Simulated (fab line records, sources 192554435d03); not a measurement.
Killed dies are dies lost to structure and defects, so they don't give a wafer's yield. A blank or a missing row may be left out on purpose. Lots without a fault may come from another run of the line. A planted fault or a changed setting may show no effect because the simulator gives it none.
fab line records | flow n5_finfet
record lots=24 wafers=72 last_day=20
route steps=1938 shown BEOL_M3@989
lots that met no fault: from a run of the same line without faults
start_h: hours from the record's first day to the start of the lot's first wafer shown | wait_h: hours since the lot's step before | " the same as in the row above | L1.1+2: a row that stands for several wafers | - no value, or no start given | * or withheld: withheld | < > ~ a bound
route shown NAME@n: a module of which the file shows steps, and the number in the route of the first | usual: mean/standard deviation of fault-free wafers | same: alike in all rows | chamber/n: place in a boat | sites: the reading at each site | _std_site: their standard deviation | _edge_site: outer sites' mean less inner sites' | radius_mm: how far each site lies from the wafer's centre | mask NAME#n: copy n | behind: the tool/chamber that last shaped the wafer | hold: why the lot was held/for how many hours/how that ended | device: the transistor (n, p or np) that didn't switch | end of line: the same wafers' tests at the end of the route | a step without rows: its recipe alone | killed: dies lost to structure and defects at the first sort, not the wafer's yield | map: a wafer's dies, x killed, . not, _ none there
set.NAME: the setting as run; set.NAME@STEP: as run at that earlier step | model.NAME: the simulator's own value behind a step, which no gauge read
steps of the route over a sample of lots; a table a step, a row a wafer
services: from which hour (start_h, from the record's first day; less than 0 if before it) a tool's chamber was out of use, for how many hours, and why
## steps
# step N5_BEOL_M3_DEGAS_44
# recipe ambient=vacuum temp_c=250 time_s=60
# usual heater_power_w=340/36
# columns lot.wafer tool chamber start_h wait_h heater_power_w
L074.4 pvd_sputter-03 - 168.01 0.6 323
L074.5 " - " " 317
L074.6 " - " " 313
L075.2 pvd_sputter-01 - 168.06 0.4 339
L075.4 " - " " 338
L075.6 " - " " 378
L076.1 pvd_sputter-03 - 172.95 0.4 314
L076.2 " - " " 318
L076.5 " - " " 318
L077.1 pvd_sputter-01 - 175.80 0.0 390
L077.3 " - " " 381
L077.5 " - " " 344
L078.2 pvd_sputter-03 - 184.53 0.6 381
L078.4 " - " " 310
L078.5 " - " " 323
L079.1 pvd_sputter-01 - 188.65 0.8 371
L079.2 " - " " 381
L079.6 " - " " 384
L081.3 pvd_sputter-02 - 207.95 0.4 325
L081.4 " - " " 311
L081.5 " - " " 405
L080.1 pvd_sputter-03 - 207.98 0.4 375
L080.3 " - " " 322
L080.6 " - " " 309
L082.2 pvd_sputter-02 - 211.01 0.3 395
L082.3 " - " " 331
L082.5 " - " " 402
L085.1 pvd_sputter-02 - 215.59 0.2 320
L085.2 " - " " 390
L085.6 " - " " 270
L084.1 pvd_sputter-02 - 215.67 0.2 323
L084.3 " - " " 267
L084.6 " - " " 404
L083.1 pvd_sputter-02 - 215.75 0.2 330
L083.5 " - " " 332
L083.6 " - " " 318
L086.3 pvd_sputter-01 - 236.47 0.3 347
L086.4 " - " " 339
L086.5 " - " " 375
L089.1 pvd_sputter-02 - 255.44 0.3 401
L089.3 " - " " 276
L089.4 " - " " 315
L087.3 pvd_sputter-03 - 255.55 0.3 320
L087.5 " - " " 315
L087.6 " - " " 303
L090.2 pvd_sputter-01 - 258.44 0.2 371
L090.3 " - " " 349
L090.4 " - " " 377
L088.1 pvd_sputter-01 - 263.35 0.2 375
L088.2 " - " " 356
L088.5 " - " " 341
L091.3 pvd_sputter-01 - 263.67 0.4 337
L091.5 " - " " 384
L091.6 " - " " 335
L092.2 pvd_sputter-01 - 263.85 0.2 335
L092.5 " - " " 380
L092.6 " - " " 342
L093.1 pvd_sputter-02 - 270.29 0.5 267
L093.4 " - " " 315
L093.5 " - " " 315
L094.1 pvd_sputter-02 - 273.13 0.4 266
L094.5 " - " " 310
L094.6 " - " " 404
L095.2 pvd_sputter-02 - 282.96 0.6 275
L095.3 " - " " 323
L095.5 " - " " 322
L096.1 pvd_sputter-03 - 302.80 0.7 313
L096.3 " - " " 376
L096.5 " - " " 318
L097.1 pvd_sputter-02 - 317.09 0.5 395
L097.2 " - " " 271
L097.3 " - " " 315
# step N5_BEOL_M3_SURFACE_TREAT_85
# recipe gas=Ar time_s=* ion_energy_ev=* ion_current_ma_cm2=0.5 pressure_mtorr=* ar_flow_sccm=30
# usual throttle_valve_pct=*
# columns lot.wafer tool chamber start_h wait_h throttle_valve_pct
L074.4 pvd_sputter-02 - 168.33 0.1 *
L074.5 " - " " *
L074.6 " - " " *
L075.2 pvd_sputter-03 - 168.39 0.1 *
L075.4 " - " " *
L075.6 " - " " *
L076.1 pvd_sputter-02 - 173.35 0.2 *
L076.2 " - " " *
L076.5 " - " " *
L077.1 pvd_sputter-02 - 176.13 0.1 *
L077.3 " - " " *
L077.5 " - " " *
L078.2 pvd_sputter-03 - 184.97 0.2 *
L078.4 " - " " *
L078.5 " - " " *
L079.1 pvd_sputter-03 - 189.33 0.2 *
L079.2 " - " " *
L079.6 " - " " *
L081.3 pvd_sputter-03 - 208.34 0.2 *
L081.4 " - " " *
L081.5 " - " " *
L080.1 pvd_sputter-01 - 208.53 0.2 *
L080.3 " - " " *
L080.6 " - " " *
L082.2 pvd_sputter-01 - 211.41 0.2 *
L082.3 " - " " *
L082.5 " - " " *
L085.1 pvd_sputter-01 - 215.93 0.1 *
L085.2 " - " " *
L085.6 " - " " *
L084.1 pvd_sputter-01 - 216.05 0.2 *
L084.3 " - " " *
L084.6 " - " " *
L083.1 pvd_sputter-01 - 216.09 0.1 *
L083.5 " - " " *
L083.6 " - " " *
L086.3 pvd_sputter-01 - 237.24 0.6 *
L086.4 " - " " *
L086.5 " - " " *
L089.1 pvd_sputter-01 - 255.82 0.2 *
L089.3 " - " " *
L089.4 " - " " *
L087.3 pvd_sputter-03 - 256.03 0.2 *
L087.5 " - " " *
L087.6 " - " " *
L090.2 pvd_sputter-03 - 258.77 0.1 *
L090.3 " - " " *
L090.4 " - " " *
L088.1 pvd_sputter-03 - 263.72 0.2 *
L088.2 " - " " *
L088.5 " - " " *
L091.3 pvd_sputter-03 - 264.00 0.1 *
L091.5 " - " " *
L091.6 " - " " *
L092.2 pvd_sputter-01 - 264.27 0.2 *
L092.5 " - " " *
L092.6 " - " " *
L093.1 pvd_sputter-03 - 270.64 0.2 *
L093.4 " - " " *
L093.5 " - " " *
L094.1 pvd_sputter-03 - 273.50 0.2 *
L094.5 " - " " *
L094.6 " - " " *
L095.2 pvd_sputter-02 - 283.43 0.2 *
L095.3 " - " " *
L095.5 " - " " *
L096.1 pvd_sputter-03 - 303.16 0.2 *
L096.3 " - " " *
L096.5 " - " " *
L097.1 pvd_sputter-02 - 317.49 0.2 *
L097.2 " - " " *
L097.3 " - " " *
# step N5_BEOL_M3_ANNEAL_95
# recipe temp_c=400 time_s=240 ambient=vacuum
# usual heater_power_w=846/93
# columns lot.wafer tool chamber start_h wait_h heater_power_w
L074.4 pvd_sputter-01 - 171.81 0.1 933
L074.5 " - " " 844
L074.6 " - " " 863
L075.2 pvd_sputter-02 - 171.85 0.0 816
L075.4 " - " " 787
L075.6 " - " " 1010
L076.1 pvd_sputter-02 - 175.19 0.0 771
L076.2 " - " " 988
L076.5 " - " " 809
L077.1 pvd_sputter-01 - 178.37 0.0 853
L077.3 " - " " 942
L077.5 " - " " 989
L078.2 pvd_sputter-03 - 186.87 0.0 798
L078.4 " - " " 973
L078.5 " - " " 930
L079.1 pvd_sputter-03 - 191.41 0.0 794
L079.2 " - " " 781
L079.6 " - " " 792
L081.3 pvd_sputter-02 - 210.31 0.0 816
L081.4 " - " " 702
L081.5 " - " " 678
L080.1 pvd_sputter-03 - 212.12 0.0 769
L080.3 " - " " 934
L080.6 " - " " 968
L082.2 pvd_sputter-02 - 213.29 0.0 969
L082.3 " - " " 792
L082.5 " - " " 990
L085.1 pvd_sputter-02 - 217.85 0.0 989
L085.2 " - " " 839
L085.6 " - " " 796
L084.1 pvd_sputter-01 - 217.95 0.0 873
L084.3 " - " " 856
L084.6 " - " " 866
L083.1 pvd_sputter-03 - 218.43 0.0 947
L083.5 " - " " 771
L083.6 " - " " 810
L086.3 pvd_sputter-01 - 239.45 0.0 874
L086.4 " - " " 943
L086.5 " - " " 851
L089.1 pvd_sputter-02 - 257.70 0.0 1001
L089.3 " - " " 808
L089.4 " - " " 793
L087.3 pvd_sputter-01 - 257.96 0.0 874
L087.5 " - " " 839
L087.6 " - " " 862
L090.2 pvd_sputter-02 - 260.61 0.0 998
L090.3 " - " " 780
L090.4 " - " " 684
L088.1 pvd_sputter-03 - 265.66 0.0 930
L088.2 " - " " 802
L088.5 " - " " 968
L091.3 pvd_sputter-01 - 265.93 0.0 854
L091.5 " - " " 848
L091.6 " - " " 864
L092.2 pvd_sputter-02 - 266.31 0.0 675
L092.5 " - " " 1004
L092.6 " - " " 796
L093.1 pvd_sputter-02 - 272.51 0.0 679
L093.4 " - " " 987
L093.5 " - " " 823
L094.1 pvd_sputter-03 - 275.70 0.0 962
L094.5 " - " " 777
L094.6 " - " " 777
L095.2 pvd_sputter-03 - 285.45 0.0 782
L095.3 " - " " 797
L095.5 " - " " 790
L096.1 pvd_sputter-01 - 305.00 0.0 864
L096.3 " - " " 959
L096.5 " - " " 860
L097.1 pvd_sputter-03 - 346.52 0.0 785
L097.2 " - " " 951
L097.3 " - " " 810
# step N5_BEOL_M3_SPUTTER_96
# recipe material=Cu target_thk_a=45 temp_c=-20 chamber_pressure_pa=0.07 power_w=withheld time_s=8.29
# usual throttle_valve_pct=30.2/1.1
# columns lot.wafer tool chamber start_h wait_h throttle_valve_pct
L074.4 pvd_sputter-01 - 171.92 0.0 29.1
L074.5 " - " " 31.5
L074.6 " - " " 31.1
L075.2 pvd_sputter-02 - 171.99 0.1 29.5
L075.4 " - " " 29.1
L075.6 " - " " 28.4
L076.1 pvd_sputter-02 - 175.33 0.1 29.5
L076.2 " - " " 28.3
L076.5 " - " " 29.4
L077.1 pvd_sputter-01 - 178.51 0.1 31.7
L077.3 " - " " 31.5
L077.5 " - " " 29.2
L078.2 pvd_sputter-03 - 187.01 0.1 29.6
L078.4 " - " " 30.5
L078.5 " - " " 30.4
L079.1 pvd_sputter-03 - 191.55 0.1 31.1
L079.2 " - " " 31.5
L079.6 " - " " 31.1
L081.3 pvd_sputter-02 - 210.45 0.1 29.5
L081.4 " - " " 29.9
L081.5 " - " " 30.1
L080.1 pvd_sputter-03 - 212.26 0.1 31.9
L080.3 " - " " 29.9
L080.6 " - " " 30.3
L082.2 pvd_sputter-02 - 213.43 0.1 28.1
L082.3 " - " " 29.4
L082.5 " - " " 28.2
L085.1 pvd_sputter-02 - 217.99 0.1 28.0
L085.2 " - " " 29.6
L085.6 " - " " 29.3
L084.1 pvd_sputter-01 - 218.09 0.1 31.0
L084.3 " - " " 31.6
L084.6 " - " " 31.1
L083.1 pvd_sputter-03 - 218.57 0.1 30.5
L083.5 " - " " 31.3
L083.6 " - " " 29.4
L086.3 pvd_sputter-01 - 239.59 0.1 31.0
L086.4 " - " " 29.2
L086.5 " - " " 31.3
L089.1 pvd_sputter-02 - 257.84 0.1 28.3
L089.3 " - " " 29.7
L089.4 " - " " 29.3
L087.3 pvd_sputter-01 - 258.10 0.1 31.0
L087.5 " - " " 31.5
L087.6 " - " " 31.1
L090.2 pvd_sputter-02 - 260.75 0.1 28.4
L090.3 " - " " 29.1
L090.4 " - " " 29.9
L088.1 pvd_sputter-03 - 265.80 0.1 30.5
L088.2 " - " " 29.5
L088.5 " - " " 30.2
L091.3 pvd_sputter-01 - 266.07 0.1 31.2
L091.5 " - " " 31.3
L091.6 " - " " 31.0
L092.2 pvd_sputter-02 - 266.45 0.1 30.0
L092.5 " - " " 28.0
L092.6 " - " " 29.4
L093.1 pvd_sputter-02 - 272.65 0.1 29.9
L093.4 " - " " 28.1
L093.5 " - " " 29.3
L094.1 pvd_sputter-03 - 275.84 0.1 30.6
L094.5 " - " " 31.3
L094.6 " - " " 31.3
L095.2 pvd_sputter-03 - 285.59 0.1 29.5
L095.3 " - " " 30.9
L095.5 " - " " 31.2
L096.1 pvd_sputter-01 - 305.14 0.1 31.3
L096.3 " - " " 31.5
L096.5 " - " " 31.4
L097.1 pvd_sputter-03 - 346.66 0.1 29.4
L097.2 " - " " 30.4
L097.3 " - " " 31.2
# step N5_BEOL_M3_ANNEAL_51
# recipe temp_c=225 time_s=90 ambient=N2
# usual wafer_temp_C_max=225.91/0.28
# columns lot.wafer tool chamber start_h wait_h wafer_temp_C_max
L074.4 rtp_anneal-02 0 172.21 0.2 225.97
L074.5 " 0 " " 226.32
L074.6 " 0 " " 226.03
L075.2 rtp_anneal-01 0 172.23 0.1 225.57
L075.4 " 0 " " 225.87
L075.6 " 0 " " 226.11
L076.1 rtp_anneal-01 0 175.53 0.1 225.47
L076.2 " 0 " " 225.61
L076.5 " 0 " " 225.63
L077.1 rtp_anneal-01 0 178.73 0.1 226.14
L077.3 " 0 " " 225.84
L077.5 " 0 " " 225.88
L078.2 rtp_anneal-01 0 187.25 0.1 226.22
L078.4 " 0 " " 225.57
L078.5 " 0 " " 226.04
L079.1 rtp_anneal-02 0 191.99 0.3 226.19
L079.2 " 0 " " 226.22
L079.6 " 0 " " 226.57
L081.3 rtp_anneal-01 0 210.73 0.1 225.74
L081.4 " 0 " " 225.74
L081.5 " 0 " " 225.83
L080.1 rtp_anneal-02 0 212.46 0.1 226.38
L080.3 " 0 " " 225.85
L080.6 " 0 " " 225.74
L082.2 rtp_anneal-02 0 213.67 0.1 225.63
L082.3 " 0 " " 226.15
L082.5 " 0 " " 226.88
L085.1 rtp_anneal-02 0 218.18 0.1 226.47
L085.2 " 0 " " 226.19
L085.6 " 0 " " 226.08
L084.1 rtp_anneal-01 0 218.29 0.1 226.01
L084.3 " 0 " " 225.84
L084.6 " 0 " " 226.05
L083.1 rtp_anneal-01 0 218.76 0.1 225.43
L083.5 " 0 " " 225.92
L083.6 " 0 " " 225.66
L086.3 rtp_anneal-01 0 239.87 0.1 225.75
L086.4 " 0 " " 226.01
L086.5 " 0 " " 225.89
L089.1 rtp_anneal-01 0 258.63 0.7 226.20
L089.3 " 0 " " 225.67
L089.4 " 0 " " 225.85
L087.3 rtp_anneal-02 0 258.98 0.7 226.34
L087.5 " 0 " " 225.98
L087.6 " 0 " " 226.62
L090.2 rtp_anneal-01 0 260.99 0.1 225.66
L090.3 " 0 " " 225.67
L090.4 " 0 " " 225.69
L088.1 rtp_anneal-01 0 266.00 0.1 225.76
L088.2 " 0 " " 225.72
L088.5 " 0 " " 225.91
L091.3 rtp_anneal-01 0 266.37 0.1 225.81
L091.5 " 0 " " 226.12
L091.6 " 0 " " 225.72
L092.2 rtp_anneal-01 0 266.69 0.1 225.43
L092.5 " 0 " " 225.92
L092.6 " 0 " " 225.99
L093.1 rtp_anneal-02 0 272.84 0.1 226.06
L093.4 " 0 " " 226.27
L093.5 " 0 " " 226.00
L094.1 rtp_anneal-02 0 276.04 0.1 226.34
L094.5 " 0 " " 226.32
L094.6 " 0 " " 226.13
L095.2 rtp_anneal-01 0 285.83 0.1 225.78
L095.3 " 0 " " 225.64
L095.5 " 0 " " 226.01
L096.1 rtp_anneal-01 0 305.34 0.1 225.89
L096.3 " 0 " " 225.83
L096.5 " 0 " " 226.02
L097.1 rtp_anneal-01 0 347.23 0.4 225.54
L097.2 " 0 " " 225.59
L097.3 " 0 " " 225.84
# step N5_BEOL_M3_INSPECT_59
# recipe inspect_instrument=darkfield mode=post_dep
# usual raw_defect_count=77/24
# columns lot.wafer tool chamber start_h wait_h raw_defect_count
L074.4 defect_inspect-02 - 172.95 0.0 93
L074.5 " - " " 119
L074.6 " - " " 73
L075.2 defect_inspect-01 - 173.06 0.0 40
L075.4 " - " " 27
L075.6 " - " " 79
L076.1 defect_inspect-02 - 176.72 0.0 58
L076.2 " - " " 121
L076.5 " - " " 92
L077.1 defect_inspect-01 - 179.62 0.0 115
L077.3 " - " " 93
L077.5 " - " " 77
L078.2 defect_inspect-01 - 188.14 0.0 70
L078.4 " - " " 62
L078.5 " - " " 109
L079.1 defect_inspect-02 - 192.93 0.0 53
L079.2 " - " " 107
L079.6 " - " " 99
L081.3 defect_inspect-02 - 211.61 0.0 61
L081.4 " - " " 54
L081.5 " - " " 53
L080.1 defect_inspect-02 - 213.33 0.0 50
L080.3 " - " " 82
L080.6 " - " " 97
L082.2 defect_inspect-01 - 214.50 0.0 51
L082.3 " - " " 32
L082.5 " - " " 37
L085.1 defect_inspect-02 - 219.06 0.0 91
L085.2 " - " " 85
L085.6 " - " " 76
L084.1 defect_inspect-02 - 219.20 0.0 74
L084.3 " - " " 76
L084.6 " - " " 78
L083.1 defect_inspect-02 - 219.71 0.0 105
L083.5 " - " " 95
L083.6 " - " " 94
L086.3 defect_inspect-01 - 240.69 0.0 72
L086.4 " - " " 58
L086.5 " - " " 64
L089.1 defect_inspect-02 - 259.51 0.0 101
L089.3 " - " " 79
L089.4 " - " " 91
L087.3 defect_inspect-02 - 259.98 0.0 56
L087.5 " - " " 87
L087.6 " - " " 94
L090.2 defect_inspect-02 - 261.82 0.0 66
L090.3 " - " " 52
L090.4 " - " " 41
L088.1 defect_inspect-02 - 266.89 0.0 55
L088.2 " - " " 92
L088.5 " - " " 99
L091.3 defect_inspect-02 - 267.16 0.0 96
L091.5 " - " " 85
L091.6 " - " " 144
L092.2 defect_inspect-02 - 267.52 0.0 71
L092.5 " - " " 60
L092.6 " - " " 54
L093.1 defect_inspect-02 - 273.78 0.0 120
L093.4 " - " " 65
L093.5 " - " " 63
L094.1 defect_inspect-01 - 276.97 0.0 87
L094.5 " - " " 50
L094.6 " - " " 71
L095.2 defect_inspect-02 - 286.66 0.0 101
L095.3 " - " " 74
L095.5 " - " " 134
L096.1 defect_inspect-01 - 306.22 0.0 90
L096.3 " - " " 91
L096.5 " - " " 68
L097.1 defect_inspect-02 - 348.12 0.0 52
L097.2 " - " " 76
L097.3 " - " " 64
## services
# columns tool chamber start_h hours kind
rtp_anneal-01 - 213.20 3.0 pm
pvd_sputter-02 - 301.83 7.9 repair
## key
fault none
